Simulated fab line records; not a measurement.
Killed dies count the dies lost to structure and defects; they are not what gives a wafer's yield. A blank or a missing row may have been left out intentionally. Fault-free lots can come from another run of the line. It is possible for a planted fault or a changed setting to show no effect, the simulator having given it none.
A single fault, viewed from 2 desks | flow n5_finfet | numbers are kept per desk, each desk with only its own; the story behind them comes last

METROLOGY DESK
What the gauges read for every lot (on any tool): the sampled wafers with a number, averaged. If a lot's mean is further than 4 standard deviations from the usual mean, the lot is out of limits and carries the mark OUT (the distance appears in the brackets). Of its 10 readings 7 are shown: those that lie furthest out on some lot.
Columns: A = DIBL_N at N5_BEOL_M4_RC_MEAS_101, usual 36.0 mV/V; B = IOFF_N at N5_BEOL_M4_RC_MEAS_101, usual 0.156 nA/um; C = IOFF_P at N5_BEOL_M4_RC_MEAS_101, usual 0.21 nA/um; D = ION_N at N5_BEOL_M4_RC_MEAS_101, usual 673 uA/um; E = ION_P at N5_BEOL_M4_RC_MEAS_101, usual 463 uA/um; F = SS_P at N5_BEOL_M4_RC_MEAS_101, usual 73.3 mV/dec; G = VT_P at N5_BEOL_M4_RC_MEAS_101, usual -250 mV
lot  | first seen here | A    | B     | C    | D   | E   | F    | G
L599 | day 8 01:18     | 36.4 | 0.169 | 0.18 | 674 | 456 | 73.6 | -255
L605 | day 9 16:02     | 36.3 | 0.161 | 0.21 | 674 | 463 | 73.8 | -249
L610 | day 11 03:14    | 35.4 | 0.153 | 0.27 | 687 | 482 | 73.9 | -242
L613 | day 11 23:07    | 36.5 | 0.150 | 0.23 | 666 | 461 | 73.4 | -248
L616 | day 13 01:37    | 34.9 | 0.129 | 0.19 | 664 | 460 | 72.7 | -251
L618 | day 13 08:37    | 34.3 | 0.139 | 0.20 | 673 | 468 | 73.1 | -247
L619 | day 13 10:40    | 35.7 | 0.146 | 0.18 | 677 | 462 | 72.8 | -254
L617 | day 13 12:47    | 38.0 | 0.196 | 0.23 | 684 | 463 | 74.0 | -251
L620 | day 14 00:35    | 36.4 | 0.172 | 0.22 | 686 | 465 | 73.2 | -251
Finding of this desk: none of the 9 lots has anything out of limits.

THE DEFECT DESK
Per lot, the means of the sampled wafers with a number show what the inspections along the route counted. If a lot's mean is further than 4 standard deviations from the usual mean, the lot is out of limits and carries the mark OUT (the distance appears in the brackets).
Columns: A = raw_defect_count at N5_SD_EPI_P_INSPECT_26, usual 178
lot  | first seen here | A
L599 | day 4 00:14     | 215
L605 | day 5 12:56     | 1285 (+32) OUT
L610 | day 6 17:27     | 1271 (+31) OUT
L613 | day 7 11:22     | 177
L616 | day 8 03:49     | 192
L617 | day 8 09:40     | 179
L618 | day 8 16:13     | 190
L619 | day 9 00:11     | 202
L620 | day 9 03:10     | 155
This desk's finding: out of limits on L605, L610; first on L605, day 5 12:56 (raw_defect_count at N5_SD_EPI_P_INSPECT_26). L599, L613, L616, L617, L618, L619, L620 stayed within limits.

BROUGHT TOGETHER
The defect desk could have raised an alarm at day 5 12:56, on L605, L610.
Nothing out of limits was seen by the metrology desk.
The metrology desk holds a record of L605, L610, inside its limits.
All the named lots went through N5_SD_EPI_P_PRECLEAN_33 on wet_bench-05.

WHAT THE SIMULATOR HAD PUT IN
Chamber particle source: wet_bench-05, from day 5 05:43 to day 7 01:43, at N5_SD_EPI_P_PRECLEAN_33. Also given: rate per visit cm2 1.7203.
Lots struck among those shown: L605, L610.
Hours from the fault's start to each desk's first reading out of limits: the defect desk, 7.
